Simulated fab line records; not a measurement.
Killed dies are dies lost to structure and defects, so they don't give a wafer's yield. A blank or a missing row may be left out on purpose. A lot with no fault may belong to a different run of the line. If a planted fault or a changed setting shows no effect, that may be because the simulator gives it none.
Which of the tools did it? || flow nand_harc || 14 lots with 42 wafers sampled at 5 steps, on a route of 1302 steps

## WHAT THE GAUGES READ, wafer by wafer
NHARC_END_SORT_01. Usual: killed_at_array 54, standard deviation 17; killed_at_other 1.0, standard deviation 1.4; killed_at_periphery 3.6, standard deviation 2.1; killed_dies 58, standard deviation 17; killed_open 3.2, standard deviation 2; killed_short 2.5, standard deviation 1.5.
{"lot": "L378", "measured": "day 27 16:39", "on": "prober-01", "killed_at_array": "52 54 40", "killed_at_other": "0 0 0", "killed_at_periphery": "3 3 3", "killed_dies": "55 57 43", "killed_open": "3 4 3", "killed_short": "4 4 2", "flag": ""}
{"lot": "L385", "measured": "day 30 14:54", "on": "prober-01", "killed_at_array": "77 51 61", "killed_at_other": "1 0 0", "killed_at_periphery": "5 6 6", "killed_dies": "83 57 67", "killed_open": "4 5 2", "killed_short": "2 3 3", "flag": ""}
{"lot": "L386", "measured": "day 31 03:02", "on": "prober-01", "killed_at_array": "32 48", "killed_at_other": "0 1", "killed_at_periphery": "10 6", "killed_dies": "42 55", "killed_open": "3 2", "killed_short": "2 6", "flag": ""}

## TOOL THAT RAN EACH LOT (tool first, then ch and the chambers of the sampled wafers, then the start)
{"lot": "L370", "NHARC_P_GATE_STRIP_112": "plasma_asher-01 ch 0,1, day 5 16:07", "NHARC_P_GATE_STRIP_76": "plasma_asher-01 ch 0,1, day 5 16:23", "NHARC_P_CONTACT_DEVELOP_11": "litho_track-06 ch 0, day 5 21:00", "NHARC_P_CONTACT_CVD_23": "cvd_w-02 ch 0,1, no start"}
{"lot": "L372", "NHARC_P_GATE_STRIP_112": "plasma_asher-01 ch 0,1, day 6 19:56", "NHARC_P_GATE_STRIP_76": "plasma_asher-01 ch 0,1, day 6 20:11", "NHARC_P_CONTACT_DEVELOP_11": "litho_track-04 ch 0, day 7 01:00", "NHARC_P_CONTACT_CVD_23": "cvd_w-02 ch 0,1, no start"}
{"lot": "L373", "NHARC_P_GATE_STRIP_112": "plasma_asher-02 ch 0,1, day 6 22:33", "NHARC_P_GATE_STRIP_76": "plasma_asher-02 ch 0,1, day 6 22:49", "NHARC_P_CONTACT_DEVELOP_11": "litho_track-01 ch 0, day 7 04:00", "NHARC_P_CONTACT_CVD_23": "cvd_w-02 ch 0,1, no start"}
{"lot": "L375", "NHARC_P_GATE_STRIP_112": "plasma_asher-01 ch 0,1, day 7 19:04", "NHARC_P_GATE_STRIP_76": "plasma_asher-01 ch 0,1, day 7 19:20", "NHARC_P_CONTACT_DEVELOP_11": "litho_track-04 ch 0, day 8 01:00", "NHARC_P_CONTACT_CVD_23": "cvd_w-02 ch 0, no start"}
{"lot": "L376", "NHARC_P_GATE_STRIP_112": "plasma_asher-02 ch 0,1, day 8 05:55", "NHARC_P_GATE_STRIP_76": "plasma_asher-02 ch 0,1, day 8 06:09", "NHARC_P_CONTACT_DEVELOP_11": "litho_track-04 ch 0, day 8 11:00", "NHARC_P_CONTACT_CVD_23": "cvd_w-01 ch 1, no start"}
{"lot": "L377", "NHARC_P_GATE_STRIP_112": "plasma_asher-01 ch 0,1, day 8 11:07", "NHARC_P_GATE_STRIP_76": "plasma_asher-01 ch 0,1, day 8 11:18", "NHARC_P_CONTACT_DEVELOP_11": "litho_track-04 ch 0, day 8 16:00", "NHARC_P_CONTACT_CVD_23": "cvd_w-02 ch 0,1, no start"}
{"lot": "L378", "NHARC_P_GATE_STRIP_112": "plasma_asher-01 ch 0,1, day 8 22:32", "NHARC_P_GATE_STRIP_76": "plasma_asher-01 ch 0,1, day 8 22:41", "NHARC_P_CONTACT_DEVELOP_11": "litho_track-01 ch 0, day 9 03:00", "NHARC_P_CONTACT_CVD_23": "cvd_w-01 ch 0,1, day 27 16:39 or earlier"}
{"lot": "L379", "NHARC_P_GATE_STRIP_112": "plasma_asher-01 ch 0,1, day 9 11:45", "NHARC_P_GATE_STRIP_76": "plasma_asher-01 ch 0,1, day 9 11:57", "NHARC_P_CONTACT_DEVELOP_11": "litho_track-01 ch 0, day 9 17:00", "NHARC_P_CONTACT_CVD_23": "cvd_w-02 ch 0,1, no start"}
{"lot": "L380", "NHARC_P_GATE_STRIP_112": "plasma_asher-01 ch 0,1, day 9 16:13", "NHARC_P_GATE_STRIP_76": "plasma_asher-01 ch 0,1, day 9 16:25", "NHARC_P_CONTACT_DEVELOP_11": "litho_track-01 ch 0, day 9 21:00", "NHARC_P_CONTACT_CVD_23": "cvd_w-02 ch 0,1, no start"}
{"lot": "L385", "NHARC_P_GATE_STRIP_112": "plasma_asher-02 ch 0,1, day 11 20:23", "NHARC_P_GATE_STRIP_76": "plasma_asher-02 ch 0,1, day 11 20:38", "NHARC_P_CONTACT_DEVELOP_11": "litho_track-04 ch 0, day 12 02:00", "NHARC_P_CONTACT_CVD_23": "cvd_w-01 ch 0,1, day 30 14:54 or earlier"}
{"lot": "L386", "NHARC_P_GATE_STRIP_112": "plasma_asher-01 ch 0,1, day 12 18:06", "NHARC_P_GATE_STRIP_76": "plasma_asher-01 ch 0,1, day 12 18:22", "NHARC_P_CONTACT_DEVELOP_11": "litho_track-04 ch 0, day 13 00:00", "NHARC_P_CONTACT_CVD_23": "cvd_w-01 ch 0,1, day 31 03:02 or earlier"}
{"lot": "L391", "NHARC_P_GATE_STRIP_112": "plasma_asher-01 ch 0,1, day 14 20:58", "NHARC_P_GATE_STRIP_76": "plasma_asher-01 ch 0,1, day 14 21:14", "NHARC_P_CONTACT_DEVELOP_11": "litho_track-01 ch 0, day 15 02:00", "NHARC_P_CONTACT_CVD_23": "cvd_w-01 ch 1, no start"}
{"lot": "L392", "NHARC_P_GATE_STRIP_112": "plasma_asher-02 ch 0,1, day 15 01:55", "NHARC_P_GATE_STRIP_76": "plasma_asher-02 ch 0,1, day 15 02:11", "NHARC_P_CONTACT_DEVELOP_11": "litho_track-01 ch 0, day 15 07:00", "NHARC_P_CONTACT_CVD_23": "cvd_w-02 ch 0,1, no start"}
{"lot": "L393", "NHARC_P_GATE_STRIP_112": "plasma_asher-02 ch 0,1, day 15 15:17", "NHARC_P_GATE_STRIP_76": "plasma_asher-02 ch 0,1, day 15 15:32", "NHARC_P_CONTACT_DEVELOP_11": "litho_track-01 ch 0, day 15 21:00", "NHARC_P_CONTACT_CVD_23": "cvd_w-02 ch 0,1, no start"}
- NHARC_P_GATE_STRIP_112: strips in N2/H2, time 200 s.
- NHARC_P_GATE_STRIP_76: strips in O2.
- NHARC_P_CONTACT_DEVELOP_11: develop time 35 s.
- NHARC_P_CONTACT_CVD_23: deposits W, target thk 200 nm, time 557 s.

## AS READ BY THE TOOLS THEMSELVES (means over the sampled wafers that have a number; for cases with no such wafer, the mark the record gives instead)
NHARC_P_GATE_STRIP_112. Usual: drypump_motor_current_A 5.8 A, standard deviation 0.6; heater_power_w 85 W, standard deviation 8.3.
{"lot": "L370", "tool": "plasma_asher-01", "drypump_motor_current_A (A)": 6.2, "heater_power_w (W)": 91, "flag": ""}
{"lot": "L372", "tool": "plasma_asher-01", "drypump_motor_current_A (A)": 6.2, "heater_power_w (W)": 89, "flag": ""}
{"lot": "L373", "tool": "plasma_asher-02", "drypump_motor_current_A (A)": 5.3, "heater_power_w (W)": 73, "flag": ""}
{"lot": "L375", "tool": "plasma_asher-01", "drypump_motor_current_A (A)": 6.3, "heater_power_w (W)": 90, "flag": ""}
{"lot": "L376", "tool": "plasma_asher-02", "drypump_motor_current_A (A)": 5.3, "heater_power_w (W)": 75, "flag": ""}
{"lot": "L377", "tool": "plasma_asher-01", "drypump_motor_current_A (A)": 6.2, "heater_power_w (W)": 92, "flag": ""}
{"lot": "L378", "tool": "plasma_asher-01", "drypump_motor_current_A (A)": 6.2, "heater_power_w (W)": 93, "flag": ""}
{"lot": "L379", "tool": "plasma_asher-01", "drypump_motor_current_A (A)": 6.3, "heater_power_w (W)": 93, "flag": ""}
{"lot": "L380", "tool": "plasma_asher-01", "drypump_motor_current_A (A)": 6.2, "heater_power_w (W)": 92, "flag": ""}
{"lot": "L385", "tool": "plasma_asher-02", "drypump_motor_current_A (A)": 5.0, "heater_power_w (W)": 74, "flag": ""}
{"lot": "L386", "tool": "plasma_asher-01", "drypump_motor_current_A (A)": 6.2, "heater_power_w (W)": 92, "flag": ""}
{"lot": "L391", "tool": "plasma_asher-01", "drypump_motor_current_A (A)": 6.2, "heater_power_w (W)": 93, "flag": ""}
{"lot": "L392", "tool": "plasma_asher-02", "drypump_motor_current_A (A)": 5.0, "heater_power_w (W)": 76, "flag": ""}
{"lot": "L393", "tool": "plasma_asher-02", "drypump_motor_current_A (A)": 5.3, "heater_power_w (W)": 74, "flag": ""}

NHARC_P_GATE_STRIP_76. Usual: drypump_motor_current_A 5.8 A, standard deviation 0.6; heater_power_w 319 W, standard deviation 31.
{"lot": "L370", "tool": "plasma_asher-01", "drypump_motor_current_A (A)": 6.2, "heater_power_w (W)": 342, "flag": ""}
{"lot": "L372", "tool": "plasma_asher-01", "drypump_motor_current_A (A)": 6.2, "heater_power_w (W)": 334, "flag": ""}
{"lot": "L373", "tool": "plasma_asher-02", "drypump_motor_current_A (A)": 5.3, "heater_power_w (W)": 278, "flag": ""}
{"lot": "L375", "tool": "plasma_asher-01", "drypump_motor_current_A (A)": 6.2, "heater_power_w (W)": 336, "flag": ""}
{"lot": "L376", "tool": "plasma_asher-02", "drypump_motor_current_A (A)": 5.3, "heater_power_w (W)": 279, "flag": ""}
{"lot": "L377", "tool": "plasma_asher-01", "drypump_motor_current_A (A)": 6.2, "heater_power_w (W)": 344, "flag": ""}
{"lot": "L378", "tool": "plasma_asher-01", "drypump_motor_current_A (A)": 6.2, "heater_power_w (W)": 342, "flag": ""}
{"lot": "L379", "tool": "plasma_asher-01", "drypump_motor_current_A (A)": 6.2, "heater_power_w (W)": 344, "flag": ""}
{"lot": "L380", "tool": "plasma_asher-01", "drypump_motor_current_A (A)": 6.2, "heater_power_w (W)": 347, "flag": ""}
{"lot": "L385", "tool": "plasma_asher-02", "drypump_motor_current_A (A)": 5.0, "heater_power_w (W)": 280, "flag": ""}
{"lot": "L386", "tool": "plasma_asher-01", "drypump_motor_current_A (A)": 6.2, "heater_power_w (W)": 344, "flag": ""}
{"lot": "L391", "tool": "plasma_asher-01", "drypump_motor_current_A (A)": 6.2, "heater_power_w (W)": 346, "flag": ""}
{"lot": "L392", "tool": "plasma_asher-02", "drypump_motor_current_A (A)": 5.0, "heater_power_w (W)": 283, "flag": ""}
{"lot": "L393", "tool": "plasma_asher-02", "drypump_motor_current_A (A)": 5.3, "heater_power_w (W)": 285, "flag": ""}

NHARC_P_CONTACT_DEVELOP_11. Usual: 22.99 C for developer_temp_C, sd 0.12.
{"lot": "L370", "tool": "litho_track-06", "developer_temp_C (C)": 22.92, "flag": ""}
{"lot": "L372", "tool": "litho_track-04", "developer_temp_C (C)": 22.88, "flag": ""}
{"lot": "L373", "tool": "litho_track-01", "developer_temp_C (C)": 23.02, "flag": ""}
{"lot": "L375", "tool": "litho_track-04", "developer_temp_C (C)": 22.94, "flag": ""}
{"lot": "L376", "tool": "litho_track-04", "developer_temp_C (C)": 23.01, "flag": ""}
{"lot": "L377", "tool": "litho_track-04", "developer_temp_C (C)": 22.73, "flag": ""}
{"lot": "L378", "tool": "litho_track-01", "developer_temp_C (C)": 22.91, "flag": ""}
{"lot": "L379", "tool": "litho_track-01", "developer_temp_C (C)": 22.98, "flag": ""}
{"lot": "L380", "tool": "litho_track-01", "developer_temp_C (C)": 22.87, "flag": ""}
{"lot": "L385", "tool": "litho_track-04", "developer_temp_C (C)": 23.98, "flag": "OFF"}
{"lot": "L386", "tool": "litho_track-04", "developer_temp_C (C)": 23.83, "flag": "OFF"}
{"lot": "L391", "tool": "litho_track-01", "developer_temp_C (C)": 23.13, "flag": ""}
{"lot": "L392", "tool": "litho_track-01", "developer_temp_C (C)": 22.98, "flag": ""}
{"lot": "L393", "tool": "litho_track-01", "developer_temp_C (C)": 23.03, "flag": ""}

NHARC_P_CONTACT_CVD_23. Usual: heater_power_w 477 W, standard deviation 27; throttle_valve_pct 8.3 %, standard deviation 0.37.
{"lot": "L370", "tool": "cvd_w-02", "heater_power_w (W)": 479, "throttle_valve_pct (%)": 8.6, "flag": ""}
{"lot": "L372", "tool": "cvd_w-02", "heater_power_w (W)": 474, "throttle_valve_pct (%)": 8.4, "flag": ""}
{"lot": "L373", "tool": "cvd_w-02", "heater_power_w (W)": 458, "throttle_valve_pct (%)": 8.5, "flag": ""}
{"lot": "L375", "tool": "cvd_w-02", "heater_power_w (W)": 430, "throttle_valve_pct (%)": 8.4, "flag": ""}
{"lot": "L376", "tool": "cvd_w-01", "heater_power_w (W)": 481, "throttle_valve_pct (%)": 8.0, "flag": ""}
{"lot": "L377", "tool": "cvd_w-02", "heater_power_w (W)": 479, "throttle_valve_pct (%)": 8.5, "flag": ""}
{"lot": "L378", "tool": "cvd_w-01", "heater_power_w (W)": 495, "throttle_valve_pct (%)": 7.9, "flag": ""}
{"lot": "L379", "tool": "cvd_w-02", "heater_power_w (W)": 454, "throttle_valve_pct (%)": 8.5, "flag": ""}
{"lot": "L380", "tool": "cvd_w-02", "heater_power_w (W)": 459, "throttle_valve_pct (%)": 8.6, "flag": ""}
{"lot": "L385", "tool": "cvd_w-01", "heater_power_w (W)": 498, "throttle_valve_pct (%)": 7.8, "flag": ""}
{"lot": "L386", "tool": "cvd_w-01", "heater_power_w (W)": 488, "throttle_valve_pct (%)": 8.0, "flag": ""}
{"lot": "L391", "tool": "cvd_w-01", "heater_power_w (W)": 512, "throttle_valve_pct (%)": 7.8, "flag": ""}
{"lot": "L392", "tool": "cvd_w-02", "heater_power_w (W)": 464, "throttle_valve_pct (%)": 8.7, "flag": ""}
{"lot": "L393", "tool": "cvd_w-02", "heater_power_w (W)": 460, "throttle_valve_pct (%)": 8.5, "flag": ""}

## THE ANSWER, worked out from the rows above alone
Rule: lot off if the mean of its wafers having a number is beyond 3 standard deviations from the usual mean. A lot without any number at a reading at which 4 lots or more have one is off too. Any other lot the step has rows for is counted as sound. After the gauges, taken in route order, come the tools' own readings; for these a lot's mean is taken, as printed above. At the first step where some lot is off, the reading lying furthest off is the one used; lots without a number count as furthest.
Off at NHARC_P_CONTACT_DEVELOP_11 (developer_temp_C): L385, L386.
If a tool, at that step or one of the process steps before it, ran each lot that is off and ran no sound lot following the first of them, it fits. One candidate fits, namely litho_track-04 at NHARC_P_CONTACT_DEVELOP_11. A fault onset in the window from L377 (day 8 16:00, its last sound lot) to L385 (day 12 02:00, its first lot off) fits.
On the lots that are off, the tool's own readings at NHARC_P_CONTACT_DEVELOP_11 differ by more than 5 times the standard deviation of the sound lots' means, which bears it out; developer_temp_C reads 23.91 C there versus 22.95 C on the sound lots.

## WHAT THE SIMULATOR HAD PUT IN
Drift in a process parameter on litho_track-04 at NHARC_P_CONTACT_DEVELOP_11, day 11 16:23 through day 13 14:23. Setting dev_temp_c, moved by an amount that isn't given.
Struck lots among those shown: L385, L386. The same result came from the rule above.
